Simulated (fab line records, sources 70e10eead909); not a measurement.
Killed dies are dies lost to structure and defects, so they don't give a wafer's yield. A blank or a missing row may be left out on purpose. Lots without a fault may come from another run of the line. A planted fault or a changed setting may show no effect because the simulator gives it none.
fab line records | flow nand_harc
record lots=13 wafers=39 last_day=32
route steps=1302 shown A_SOURCE_PLATE@416 A_ONON_D1@437 A_CHANNEL_HOLE_D1@466 END@1302
lots that met no fault: from a run of the same line without faults
start_h: hours from the record's first day to the start of the lot's first wafer shown | wait_h: hours since the lot's step before | " the same as in the row above | L1.1+2: a row that stands for several wafers | - no value, or no start given | * or withheld: withheld | < > ~ a bound
route shown NAME@n: a module of which the file shows steps, and the number in the route of the first | usual: mean/standard deviation of fault-free wafers | same: alike in all rows | chamber/n: place in a boat | sites: the reading at each site | _std_site: their standard deviation | _edge_site: outer sites' mean less inner sites' | radius_mm: how far each site lies from the wafer's centre | mask NAME#n: copy n | behind: the tool/chamber that last shaped the wafer | hold: why the lot was held/for how many hours/how that ended | device: the transistor (n, p or np) that didn't switch | end of line: the same wafers' tests at the end of the route | a step without rows: its recipe alone | killed: dies lost to structure and defects at the first sort, not the wafer's yield | map: a wafer's dies, x killed, . not, _ none there
set.NAME: the setting as run; set.NAME@STEP: as run at that earlier step | model.NAME: the simulator's own value behind a step, which no gauge read
steps of the route over a sample of lots; a table a step, a row a wafer
services: from which hour (start_h, from the record's first day; less than 0 if before it) a tool's chamber was out of use, for how many hours, and why
## steps
# step NHARC_A_SOURCE_PLATE_THK_MEAS_09
# recipe thk_meas_gauge=ellipsometry
# usual thk_nm=9.8/1
# columns lot.wafer tool chamber start_h wait_h thk_nm
L482.1 film_metro-02 - 157.61 0.4 9.0
L482.4 " - " " 10.3
L482.5 " - " " 9.6
L483.1 film_metro-02 - 172.71 0.4 10.1
L483.3 " - " " 12.3
L483.5 " - " " 10.3
L485.4 film_metro-02 - 182.87 0.4 9.5
L485.5 " - " " 8.0
L485.6 " - " " 7.7
L486.1 film_metro-01 - 198.55 0.4 10.4
L486.3 " - " " 9.0
L486.5 " - " " 11.8
L488.2 film_metro-01 - 214.19 0.4 12.0
L488.3 " - " " 9.7
L488.5 " - " " 10.2
L489.2 film_metro-02 - 227.69 0.4 8.0
L489.5 " - " " 10.0
L489.6 " - " " 8.7
L490.2 film_metro-01 - 233.54 0.4 11.6
L490.3 " - " " 9.8
L490.5 " - " " 11.2
L492.2 film_metro-01 - 260.53 0.4 9.2
L492.3 " - " " 8.8
L492.5 " - " " 9.1
L493.1 film_metro-02 - 272.14 0.4 8.6
L493.2 " - " " 8.4
L493.6 " - " " 11.4
L497.1 film_metro-02 - 311.87 0.4 9.9
L497.5 " - " " 10.4
L497.6 " - " " 11.0
L499.1 film_metro-01 - 328.99 0.4 10.0
L499.2 " - " " 9.4
L499.5 " - " " 10.2
L502.3 film_metro-01 - 350.71 0.4 10.8
L502.4 " - " " 11.4
L502.5 " - " " 11.3
L503.1 film_metro-02 - 362.64 0.4 9.3
L503.4 " - " " 10.3
L503.5 " - " " 9.7
# step NHARC_A_ONON_D1_THK_MEAS_18
# recipe thk_meas_gauge=ellipsometry
# usual thk_nm=999/8
# columns lot.wafer tool chamber start_h wait_h thk_nm
L482.1 film_metro-01 - 185.82 - 1005
L482.4 " - " " 1004
L482.5 " - " " 1004
L483.1 film_metro-02 - 195.87 - 997
L483.3 " - " " 996
L483.5 " - " " 995
L485.4 film_metro-01 - 206.52 - 994
L485.5 " - " " 991
L485.6 " - " " 993
L486.1 film_metro-01 - 222.25 - 1007
L486.3 " - " " 1007
L486.5 " - " " 1009
L488.2 film_metro-02 - 237.49 - 1006
L488.3 " - " " 1006
L488.5 " - " " 1005
L489.2 film_metro-02 - 250.89 - 1012
L489.5 " - " " 1011
L489.6 " - " " 1010
L490.2 film_metro-02 - 256.84 - 1005
L490.3 " - " " 1005
L490.5 " - " " 1006
L492.2 film_metro-02 - 286.63 - 998
L492.3 " - " " 997
L492.5 " - " " 997
L493.1 film_metro-01 - 296.55 - 983
L493.2 " - " " 984
L493.6 " - " " 982
L497.1 film_metro-01 - 335.55 - 1006
L497.5 " - " " 1009
L497.6 " - " " 1007
L499.1 film_metro-01 - 354.43 - 989
L499.2 " - " " 989
L499.5 " - " " 989
L502.3 film_metro-01 - 374.16 - 989
L502.4 " - " " 989
L502.5 " - " " 991
L503.1 film_metro-01 - 389.28 - 997
L503.4 " - " " 998
L503.5 " - " " 999
# step NHARC_A_ONON_D1_DEP_33
# recipe target_thk_a=2000 temp_c=400 pressure_torr=6.5 rf_w=900 teos_flow_sccm=161.4 flow_sccm=2650 target_thk_nm=200 gas=O2 material=SiO2
# usual heater_power_w=551/68 throttle_valve_pct=16.0/0.55
# columns lot.wafer tool chamber start_h wait_h heater_power_w throttle_valve_pct
L482.1 pecvd-02 0 188.15 0.1 395 15.1
L482.4 " 1 " " 564 16.7
L482.5 " 2 " " 620 16.2
L483.1 pecvd-03 0 198.20 0.1 567 15.9
L483.3 " 2 " " 528 16.6
L483.5 " 1 " " 582 15.7
L485.6 pecvd-01 1 208.98 0.2 473 16.5
L485.4 " 2 " " 518 15.8
L485.5 " 0 " " 504 15.1
L486.3 pecvd-01 1 224.63 0.1 594 16.8
L486.1 " 2 " " 537 15.4
L486.5 " 1 " " 603 16.5
L488.2 pecvd-01 1 239.89 0.1 531 16.3
L488.3 " 2 " " 590 15.6
L488.5 " 1 " " 548 16.7
L489.2 pecvd-03 1 253.27 0.1 662 15.6
L489.6 " 0 " " 601 15.9
L489.5 " 1 " " 671 15.7
L490.2 pecvd-03 2 259.20 0.1 515 16.7
L490.3 " 0 " " 626 16.1
L490.5 " 2 " " 546 16.9
L492.2 pecvd-03 2 288.98 0.1 657 16.9
L492.3 " 0 " " 654 16.0
L492.5 " 1 " " 669 15.6
L493.1 pecvd-01 2 298.88 0.1 520 15.6
L493.2 " 1 " " 507 16.6
L493.6 " 2 " " 533 15.7
L497.1 pecvd-02 2 337.98 0.2 576 16.0
L497.6 " 1 " " 510 15.9
L497.5 " 2 " " 590 16.2
L499.1 pecvd-02 2 356.76 0.1 484 16.2
L499.2 " 0 " " 526 15.2
L499.5 " 1 " " 404 16.3
L502.3 pecvd-02 2 376.61 0.2 604 15.9
L502.4 " 2 " " 593 16.2
L502.5 " 1 " " 506 16.1
L503.1 pecvd-03 0 391.69 0.1 619 16.1
L503.4 " 0 " " 627 16.4
L503.5 " 1 " " 680 15.7
# step NHARC_A_ONON_D1_INSPECT_32
# usual raw_defect_count=70/25
# columns lot.wafer tool chamber start_h wait_h hold raw_defect_count
L482.1 defect_inspect-01 - 188.65 0.0 - 77
L482.4 " - " " - 57
L482.5 " - " " - 107
L483.1 defect_inspect-02 - 198.69 0.0 - 61
L483.3 " - " " - 57
L483.5 " - " " - 86
L485.4 defect_inspect-01 - 209.35 0.0 - 39
L485.5 " - " " - 44
L485.6 " - " " - 59
L486.1 defect_inspect-02 - 225.12 0.0 - 61
L486.3 " - " " - 134
L486.5 " - " " - 103
L488.2 defect_inspect-02 - 240.34 0.0 - 66
L488.3 " - " " - 88
L488.5 " - " " - 55
L489.2 defect_inspect-02 - 253.70 0.0 - 51
L489.5 " - " " - 76
L489.6 " - " " - 82
L490.2 defect_inspect-02 - 259.63 0.0 - 119
L490.3 " - " " - 42
L490.5 " - " " - 89
L492.2 defect_inspect-01 - 289.46 0.0 - 143
L492.3 " - " " - 86
L492.5 " - " " - 54
L493.1 defect_inspect-01 - 299.38 0.0 - 32
L493.2 " - " " - 59
L493.6 " - " " - 47
L497.1 defect_inspect-01 - 338.37 0.0 - 89
L497.5 " - " " - 61
L497.6 " - " " - 61
L499.1 defect_inspect-02 - 357.26 0.0 await_dispo/0.2h/release 600
L499.2 " - " " await_dispo/0.2h/release 547
L499.5 " - " " await_dispo/0.2h/release 601
L499.1 defect_inspect-02 - 357.43 0.2 - 597
L499.2 " - " " - 556
L499.5 " - " " - 594
L502.3 defect_inspect-02 - 377.08 0.0 await_dispo/0.2h/release 587
L502.4 " - " " await_dispo/0.2h/release 540
L502.5 " - " " await_dispo/0.2h/release 638
L502.3 defect_inspect-02 - 377.26 0.2 - 597
L502.4 " - " " - 530
L502.5 " - " " - 632
L503.1 defect_inspect-01 - 392.12 0.0 - 95
L503.4 " - " " - 75
L503.5 " - " " - 59
# step NHARC_A_CHANNEL_HOLE_D1_ETCH_38
# recipe target_depth_a=390 over_etch_frac=0.3 time_s=65 ion_energy_ev=80 cf4_flow_sccm=150 ar_flow_sccm=0 rf_w=300 bias_w=100 chemistry=CF4
# usual bias_w=99.9/0.33 drypump_motor_current_A=5.9/0.41 oes_product_au=1.001/0.0084 rf_vpp_V=151.5/1.2 showerhead_plenum_p_Torr=1.79/0.072 throttle_valve_pct=13.283/0.0099
# columns lot.wafer tool chamber start_h wait_h bias_w drypump_motor_current_A oes_product_au rf_hours_counter_h rf_vpp_V showerhead_plenum_p_Torr throttle_valve_pct
L482.1 rie_diel-07 2 191.54 0.1 100.0 6.0 0.992 6 151.9 1.78 13.294
L482.5 " 3 " " 99.9 6.6 0.999 - 150.0 1.77 13.275
L482.4 " 1 " " 99.7 6.2 1.002 - 149.3 1.66 13.270
L483.3 rie_diel-05 1 207.53 0.1 99.9 5.8 1.017 47 151.9 1.89 13.281
L483.1 " 3 " " 99.7 5.1 1.013 48 148.9 1.65 13.300
L483.5 " 1 " " 99.7 5.8 1.017 - 152.7 1.89 13.291
L485.4 rie_diel-07 2 216.31 0.1 99.3 6.0 0.991 8 151.8 1.78 13.285
L485.5 " 2 " " 99.5 6.0 0.997 - 150.8 1.78 13.290
L485.6 " 3 " " 99.7 6.6 1.008 - 151.7 1.77 13.294
L486.3 rie_diel-07 3 230.74 0.1 100.5 6.6 0.992 11 152.0 1.77 13.279
L486.1 " 0 " " 99.6 5.7 0.997 7 151.6 1.74 13.278
L486.5 " 0 " " 99.5 5.7 0.999 - 152.0 1.74 13.288
L488.3 rie_diel-05 3 244.24 0.1 99.6 5.2 1.003 1 153.7 1.91 13.281
L488.2 " 1 " " 99.6 5.8 1.016 2 153.7 1.89 13.281
L488.5 " 2 " " 100.7 5.9 1.009 - 152.5 1.82 13.281
L489.2 rie_diel-07 0 261.28 0.1 99.6 5.7 1.002 9 150.9 1.73 13.261
L489.5 " 1 " " 99.8 6.2 1.006 - 149.2 1.66 13.288
L489.6 " 2 " " 99.6 6.0 1.003 - 151.5 1.78 13.294
L490.3 rie_diel-07 2 263.70 0.1 99.7 6.0 0.997 12 152.1 1.78 13.289
L490.2 " 0 " " 99.7 5.7 0.992 10 151.2 1.73 13.289
L490.5 " 0 " " 99.9 5.7 0.981 - 150.7 1.74 13.282
L492.2 rie_diel-05 2 292.58 0.1 100.2 5.9 1.011 20 152.1 1.81 13.304
L492.3 " 3 " " 100.3 5.2 1.009 19 152.7 1.90 13.289
L492.5 " 3 " " 100.1 5.1 1.008 - 154.2 1.90 13.280
L493.1 rie_diel-05 1 302.36 0.2 99.8 5.8 0.998 23 152.1 1.89 13.269
L493.2 " 0 " " 99.7 5.0 0.998 22 152.1 1.80 13.281
L493.6 " 1 " " 100.1 5.8 0.992 - 153.7 1.89 13.280
L497.1 rie_diel-05 2 341.48 0.1 100.4 5.8 1.013 33 151.7 1.81 13.273
L497.5 " 1 " " 99.8 5.8 1.000 - 152.9 1.88 13.277
L497.6 " 2 " " 100.2 5.9 1.007 - 152.2 1.81 13.279
L503.4 rie_diel-05 3 395.26 0.1 99.9 5.2 0.999 54 153.3 1.89 13.288
L503.1 " 0 " " 100.6 5.0 1.009 55 150.7 1.79 13.274
L503.5 " 3 " " 99.3 5.1 0.994 - 153.3 1.89 13.284
# step NHARC_END_SORT_01
# recipe temp_c=25
# usual defect_limited_yield=90.9/2.6 killed_at_array=57/18 killed_at_other=0.9/1.3 killed_at_periphery=3.5/2.2 killed_dies=62/18 killed_open=3.0/1.7 killed_short=2.3/1.5
# same gross_dies=677
# columns lot.wafer tool chamber start_h wait_h defect_limited_yield[%] killed_at_array killed_at_other killed_at_periphery killed_dies killed_open killed_short
L482.1 prober-02 0 569.90 2.5 90.8 50 1 11 62 6 1
L482.4 prober-02 0 572.33 3.4 93.1 42 0 5 47 4 5
L482.5 prober-02 0 573.14 3.7 92.9 40 0 8 48 2 4
L483.1 prober-02 0 591.22 2.5 88.6 74 0 3 77 5 5
L483.3 prober-02 0 592.81 3.1 88.9 71 1 3 75 1 3
L483.5 prober-02 0 594.40 3.7 90.5 61 1 2 64 3 2
L485.4 prober-01 0 593.60 3.4 88.9 72 0 3 75 2 1
L485.5 prober-01 0 594.40 3.7 87.3 80 1 5 86 5 1
L485.6 prober-01 0 595.20 4.0 88.0 78 0 3 81 2 3
L486.1 prober-01 0 622.23 2.5 92.0 48 1 5 54 3 2
L486.3 prober-01 0 623.84 3.1 92.2 49 1 3 53 5 0
L486.5 prober-01 0 625.45 3.7 90.1 63 1 3 67 5 1
L488.2 prober-01 0 644.56 2.8 92.0 47 3 4 54 1 2
L488.3 prober-01 0 645.37 3.1 93.4 40 1 4 45 5 1
L488.5 prober-01 0 646.97 3.7 91.6 52 3 2 57 1 3
L490.2 prober-01 0 652.35 2.8 84.3 103 1 2 106 8 0
L490.3 prober-01 0 653.15 3.1 87.0 85 0 3 88 6 1
L490.5 prober-01 0 654.76 3.7 86.3 87 0 6 93 4 4
L489.2 prober-02 0 655.69 2.8 94.4 35 0 3 38 4 4
L489.5 prober-02 0 658.08 3.7 95.1 28 3 2 33 3 3
L489.6 prober-02 0 658.88 4.0 94.7 34 0 2 36 8 1
L493.1 prober-01 0 677.83 2.5 90.5 56 6 2 64 0 5
L493.2 prober-01 0 678.62 2.8 92.0 52 0 2 54 2 2
L493.6 prober-01 0 681.78 3.9 91.7 54 1 1 56 2 2
L492.2 prober-02 0 678.64 2.8 88.3 79 0 0 79 3 2
L492.3 prober-02 0 679.45 3.1 86.0 91 1 3 95 2 1
L492.5 prober-02 0 681.06 3.7 86.0 93 0 2 95 3 1
L497.1 prober-01 0 714.15 2.5 92.5 46 1 4 51 3 0
L497.5 prober-01 0 717.36 3.7 91.7 50 0 6 56 6 1
L497.6 prober-01 0 718.16 4.0 90.3 59 1 6 66 4 5
L503.1 prober-01 0 771.97 2.5 95.4 29 1 1 31 2 4
L503.4 prober-01 0 774.40 3.4 92.9 43 3 2 48 4 3
L503.5 prober-01 0 775.21 3.7 92.9 42 4 2 48 2 5
# killed by level:class
L482.1 A_SLIT:chamber_film_flake=24 A_CONTACT:chamber_film_flake=6 A_CHANNEL_HOLE_D2:chamber_film_flake=5 P_ZERO_WELL:chamber_film_flake=3 A_DECK1_JOINT:chamber_film_flake=3 A_CHANNEL_FILL_D2:chamber_film_flake=3 P_STI:chamber_film_flake=2 A_CHANNEL_HOLE_D1:chamber_film_flake=2
L482.4 A_SLIT:chamber_film_flake=22 A_CHANNEL_HOLE_D2:chamber_film_flake=6 A_BLC:geometric_particle:open=2 P_M2:chamber_film_flake=2 A_CONTACT:chamber_film_flake=2 P_GATE:geometric_particle:short=1 A_DECK1_JOINT:geometric_particle:short=1 A_ONON_D2:geometric_particle:short=1
L482.5 A_SLIT:chamber_film_flake=23 P_M2:chamber_film_flake=4 A_DECK1_JOINT:chamber_film_flake=4 P_ZERO_WELL:chamber_film_flake=3 A_CHANNEL_HOLE_D2:chamber_film_flake=3 A_SGD_CUT:chamber_film_flake=2 P_CONTACT:geometric_particle:open=1 A_CHANNEL_HOLE_D1:geometric_particle:short=1
L483.1 A_CHANNEL_HOLE_D1:chamber_film_flake=30 A_SLIT:chamber_film_flake=20 A_CHANNEL_HOLE_D2:chamber_film_flake=5 A_BONDPAD:chamber_film_flake=4 A_CHANNEL_FILL_D2:chamber_film_flake=2 A_STAIRCASE:chamber_film_flake=2 A_CONTACT:chamber_film_flake=2 P_GATE:geometric_particle:open=1
L483.3 A_CHANNEL_HOLE_D1:chamber_film_flake=32 A_SLIT:chamber_film_flake=20 A_CHANNEL_HOLE_D2:chamber_film_flake=5 A_CONTACT:chamber_film_flake=4 A_CHANNEL_FILL_D2:chamber_film_flake=3 A_STAIRCASE:chamber_film_flake=3 P_M0:geometric_particle:open=1 P_M0:geometric_particle:short=1
L485.4 A_CHANNEL_HOLE_D1:chamber_film_flake=34 A_CHANNEL_HOLE_D2:chamber_film_flake=26 A_CHANNEL_FILL_D2:chamber_film_flake=4 A_CONTACT:chamber_film_flake=4 A_CHANNEL_FILL_D2:geometric_particle:short=1 A_CHANNEL_FILL_D2:geometric_particle:open=1 A_WL_FILL:geometric_particle:open=1 P_ZERO_WELL:chamber_film_flake=1
L483.5 A_CHANNEL_HOLE_D1:chamber_film_flake=22 A_SLIT:chamber_film_flake=18 A_CHANNEL_HOLE_D2:chamber_film_flake=8 A_CONTACT:chamber_film_flake=5 A_STAIRCASE:chamber_film_flake=4 P_GATE:geometric_particle:open=1 A_SOURCE_PLATE:geometric_particle:open=1 A_ONON_D1:geometric_particle:short=1
L485.5 A_CHANNEL_HOLE_D2:chamber_film_flake=34 A_CHANNEL_HOLE_D1:chamber_film_flake=33 P_GATE:chamber_film_flake=3 A_CONTACT:chamber_film_flake=3 A_CHANNEL_FILL_D2:geometric_particle:open=2 A_CHANNEL_FILL_D2:chamber_film_flake=2 A_BONDPAD:chamber_film_flake=2 A_CHANNEL_HOLE_D1:geometric_particle:short=1
L485.6 A_CHANNEL_HOLE_D1:chamber_film_flake=33 A_CHANNEL_HOLE_D2:chamber_film_flake=33 A_CONTACT:chamber_film_flake=3 P_GATE:chamber_film_flake=2 A_CHANNEL_FILL_D2:chamber_film_flake=2 P_CONTACT:geometric_particle:open=1 A_DECK1_JOINT:geometric_particle:short=1 A_CHANNEL_FILL_D2:geometric_particle:short=1
L486.1 A_CHANNEL_HOLE_D1:chamber_film_flake=24 A_CHANNEL_HOLE_D2:chamber_film_flake=9 A_STAIRCASE:chamber_film_flake=4 A_CONTACT:chamber_film_flake=3 A_WL_FILL:chamber_film_flake=3 A_CHANNEL_HOLE_D1:geometric_particle:short=2 P_GATE:chamber_film_flake=2 P_GATE:geometric_particle:open=1
L486.3 A_CHANNEL_HOLE_D1:chamber_film_flake=31 A_CHANNEL_HOLE_D2:chamber_film_flake=7 A_CONTACT:chamber_film_flake=3 A_CHANNEL_FILL_D1:geometric_particle:open=2 A_WL_FILL:chamber_film_flake=2 P_M1:geometric_particle:open=1 P_M2:geometric_particle:open=1 A_BLC:geometric_particle:open=1
L486.5 A_CHANNEL_HOLE_D1:chamber_film_flake=38 A_CHANNEL_HOLE_D2:chamber_film_flake=13 A_CONTACT:chamber_film_flake=5 P_CONTACT:geometric_particle:open=2 A_CHANNEL_HOLE_D1:geometric_particle:open=1 A_CHANNEL_FILL_D2:geometric_particle:open=1 A_CHANNEL_FILL_D2:geometric_particle:short=1 A_M0:geometric_particle:open=1
L488.2 A_CHANNEL_HOLE_D2:chamber_film_flake=30 A_CONTACT:chamber_film_flake=5 A_CHANNEL_HOLE_D1:chamber_film_flake=4 A_STAIRCASE:chamber_film_flake=3 THIN_TSV:chamber_film_flake=3 P_CONTACT:geometric_particle:short=1 A_ONON_D1:geometric_particle:short=1 A_WL_FILL:geometric_particle:open=1
L488.3 A_CHANNEL_HOLE_D2:chamber_film_flake=28 A_CHANNEL_HOLE_D1:chamber_film_flake=5 P_M0:geometric_particle:open=2 A_CONTACT:chamber_film_flake=2 A_ONON_D1:geometric_particle:open=1 A_CHANNEL_FILL_D1:geometric_particle:short=1 A_SGD_CUT:geometric_particle:open=1 A_M1:geometric_particle:open=1
L488.5 A_CHANNEL_HOLE_D2:chamber_film_flake=33 A_WL_FILL:chamber_film_flake=5 A_CHANNEL_HOLE_D1:chamber_film_flake=4 A_STAIRCASE:chamber_film_flake=3 THIN_TSV:chamber_film_flake=3 A_CONTACT:chamber_film_flake=2 A_CHANNEL_FILL_D1:geometric_particle:short=1 A_CHANNEL_FILL_D2:geometric_particle:short=1
L490.2 A_SLIT:chamber_film_flake=36 A_CHANNEL_HOLE_D2:chamber_film_flake=32 A_CHANNEL_HOLE_D1:chamber_film_flake=18 A_CONTACT:chamber_film_flake=7 A_WL_FILL:geometric_particle:open=3 A_SOURCE_PLATE:geometric_particle:open=1 A_DECK1_JOINT:geometric_particle:open=1 A_CHANNEL_FILL_D2:geometric_particle:open=1
L490.3 A_SLIT:chamber_film_flake=30 A_CHANNEL_HOLE_D2:chamber_film_flake=24 A_CHANNEL_HOLE_D1:chamber_film_flake=22 A_CHANNEL_FILL_D2:geometric_particle:open=3 A_CONTACT:chamber_film_flake=2 P_M0:geometric_particle:open=1 P_M2:geometric_particle:open=1 A_BLC:geometric_particle:short=1
L490.5 A_SLIT:chamber_film_flake=32 A_CHANNEL_HOLE_D2:chamber_film_flake=24 A_CHANNEL_HOLE_D1:chamber_film_flake=16 A_CONTACT:chamber_film_flake=7 P_CONTACT:chamber_film_flake=3 A_M1:geometric_particle:short=2 P_CONTACT:geometric_particle:short=1 A_SOURCE_PLATE:geometric_particle:open=1
L489.2 A_CHANNEL_HOLE_D2:chamber_film_flake=16 A_CHANNEL_HOLE_D1:chamber_film_flake=4 A_BONDPAD:chamber_film_flake=3 A_WL_FILL:chamber_film_flake=2 P_CONTACT:geometric_particle:open=1 A_ONON_D1:geometric_particle:short=1 A_CHANNEL_FILL_D1:geometric_particle:open=1 A_DECK1_JOINT:geometric_particle:open=1
L489.5 A_CHANNEL_HOLE_D2:chamber_film_flake=10 A_CHANNEL_HOLE_D1:chamber_film_flake=6 A_WL_FILL:chamber_film_flake=3 A_SLIT:chamber_film_flake=2 A_CONTACT:chamber_film_flake=2 P_M0:geometric_particle:open=1 A_DECK1_JOINT:geometric_particle:open=1 A_ONON_D2:geometric_particle:open=1
L489.6 A_CHANNEL_HOLE_D1:chamber_film_flake=8 A_CHANNEL_HOLE_D2:chamber_film_flake=8 A_BONDPAD:chamber_film_flake=4 A_M1:geometric_particle:open=2 A_STAIRCASE:chamber_film_flake=2 P_M0:geometric_particle:open=1 A_ONON_D2:geometric_particle:open=1 A_CHANNEL_HOLE_D2:geometric_particle:open=1
L493.1 A_SLIT:chamber_film_flake=24 A_CHANNEL_HOLE_D1:chamber_film_flake=11 A_CONTACT:chamber_film_flake=8 THIN_TSV:chamber_film_flake=6 A_DECK1_JOINT:chamber_film_flake=4 A_WL_FILL:chamber_film_flake=2 A_SOURCE_PLATE:geometric_particle:short=1 A_DECK1_JOINT:geometric_particle:short=1
L493.2 A_SLIT:chamber_film_flake=32 A_CONTACT:chamber_film_flake=7 A_CHANNEL_HOLE_D1:chamber_film_flake=4 A_STAIRCASE:chamber_film_flake=2 A_WL_FILL:chamber_film_flake=2 P_M2:geometric_particle:open=1 A_CHANNEL_FILL_D1:geometric_particle:short=1 A_CHANNEL_FILL_D2:geometric_particle:open=1
L492.2 A_CHANNEL_HOLE_D1:chamber_film_flake=24 A_CHANNEL_HOLE_D2:chamber_film_flake=22 A_SLIT:chamber_film_flake=17 A_STAIRCASE:chamber_film_flake=3 A_DECK1_JOINT:chamber_film_flake=2 A_CHANNEL_FILL_D2:chamber_film_flake=2 A_M0:chamber_film_flake=2 A_CHANNEL_FILL_D1:geometric_particle:short=1
L492.3 A_SLIT:chamber_film_flake=34 A_CHANNEL_HOLE_D1:chamber_film_flake=32 A_CHANNEL_HOLE_D2:chamber_film_flake=15 A_CHANNEL_FILL_D1:chamber_film_flake=3 A_STAIRCASE:chamber_film_flake=3 P_CONTACT:geometric_particle:open=2 A_CONTACT:chamber_film_flake=2 P_STI:geometric_particle:short=1
L492.5 A_CHANNEL_HOLE_D1:chamber_film_flake=26 A_SLIT:chamber_film_flake=26 A_CHANNEL_HOLE_D2:chamber_film_flake=20 A_WL_FILL:chamber_film_flake=4 A_CHANNEL_FILL_D2:chamber_film_flake=3 A_STAIRCASE:chamber_film_flake=3 A_CONTACT:chamber_film_flake=3 A_M0:chamber_film_flake=2
L493.6 A_SLIT:chamber_film_flake=34 A_CHANNEL_HOLE_D1:chamber_film_flake=6 A_CONTACT:chamber_film_flake=5 A_CHANNEL_HOLE_D2:chamber_film_flake=2 A_DECK1_JOINT:geometric_particle:short=1 A_CHANNEL_FILL_D2:geometric_particle:open=1 A_SGD_CUT:geometric_particle:short=1 A_M0:geometric_particle:open=1
L497.1 A_CHANNEL_HOLE_D2:chamber_film_flake=22 A_SLIT:chamber_film_flake=15 A_STAIRCASE:chamber_film_flake=3 A_CONTACT:chamber_film_flake=3 P_GATE:chamber_film_flake=2 P_CONTACT:geometric_particle:open=1 A_SOURCE_PLATE:geometric_particle:open=1 A_SGD_CUT:geometric_particle:open=1
L497.5 A_SLIT:chamber_film_flake=22 A_CHANNEL_HOLE_D2:chamber_film_flake=11 A_CHANNEL_HOLE_D1:chamber_film_flake=5 A_CONTACT:chamber_film_flake=5 P_GATE:chamber_film_flake=3 P_CONTACT:geometric_particle:open=2 A_ONON_D1:geometric_particle:open=1 A_CHANNEL_FILL_D1:geometric_particle:short=1
L497.6 A_SLIT:chamber_film_flake=24 A_CHANNEL_HOLE_D2:chamber_film_flake=18 A_CONTACT:chamber_film_flake=5 A_CHANNEL_HOLE_D1:chamber_film_flake=4 P_GATE:chamber_film_flake=3 P_GATE:geometric_particle:open=1 P_M0:geometric_particle:open=1 A_ONON_D1:geometric_particle:short=1
L503.1 A_CHANNEL_HOLE_D1:chamber_film_flake=11 A_CONTACT:chamber_film_flake=4 A_SLIT:chamber_film_flake=3 A_SGD_CUT:geometric_particle:short=2 A_CHANNEL_HOLE_D2:chamber_film_flake=2 A_ONON_D1:geometric_particle:open=1 A_ONON_D1:geometric_particle:short=1 A_SGD_CUT:geometric_particle:open=1
L503.4 A_CHANNEL_HOLE_D1:chamber_film_flake=20 A_SLIT:chamber_film_flake=9 A_CONTACT:chamber_film_flake=6 THIN_TSV:chamber_film_flake=3 A_M1:chamber_film_flake=2 P_GATE:geometric_particle:short=1 P_GATE:geometric_particle:open=1 A_ONON_D1:geometric_particle:short=1
L503.5 A_CHANNEL_HOLE_D1:chamber_film_flake=15 A_SLIT:chamber_film_flake=9 A_CONTACT:chamber_film_flake=4 A_M1:chamber_film_flake=3 THIN_TSV:chamber_film_flake=3 A_STAIRCASE:chamber_film_flake=2 P_M2:geometric_particle:short=1 A_SOURCE_PLATE:geometric_particle:short=1
## services
# columns tool chamber start_h hours kind
pecvd-03 - 185.08 13.0 pm
rie_diel-05 0 186.04 - clean
rie_diel-05 1 186.04 - clean
rie_diel-05 2 186.04 - clean
rie_diel-05 3 186.04 - clean
rie_diel-05 0 210.57 - clean
rie_diel-05 1 210.57 - clean
rie_diel-05 2 210.57 - clean
rie_diel-05 3 210.57 - clean
rie_diel-05 1 214.95 5.1 repair
pecvd-03 - 215.17 0.6 repair
rie_diel-05 3 224.80 7.2 repair
pecvd-02 - 227.00 13.0 pm
rie_diel-05 - 229.62 9.0 pm
rie_diel-05 0 229.62 9.0 vent_cycle
pecvd-03 2 230.81 5.9 repair
rie_diel-07 3 242.98 24.6 repair
pecvd-02 1 293.06 29.3 repair
pecvd-03 1 293.31 4.6 repair
rie_diel-07 - 294.25 9.0 pm
pecvd-01 - 311.00 13.0 pm
rie_diel-05 2 327.15 9.6 repair
rie_diel-07 - 339.53 2.2 repair
pecvd-03 - 366.08 13.0 pm
## key
first_sign step=NHARC_A_ONON_D1_INSPECT_32 reading=visit direction=added
effect step=NHARC_A_ONON_D1_INSPECT_32 reading=raw_defect_count direction=up sigmas=21 usual=70 struck=586
met_at NHARC_A_ONON_D1_DEP_33
struck_lots L499,L502
scrapped_behind NHARC_A_CHANNEL_HOLE_D1_INSPECT_12 L499.1,L499.2,L499.5,L502.3,L502.4,L502.5
not_acting_at NHARC_A_SOURCE_PLATE_THK_MEAS_09,NHARC_A_ONON_D1_THK_MEAS_18,NHARC_A_CHANNEL_HOLE_D1_ETCH_38
onset_between 337.98 356.76
fault kind=chamber_particle_source tool=pecvd-02 chamber=- onset_h=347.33 steps=NHARC_A_ONON_D1_DEP_33 rate_per_visit_cm2=0.81576 end_h=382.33
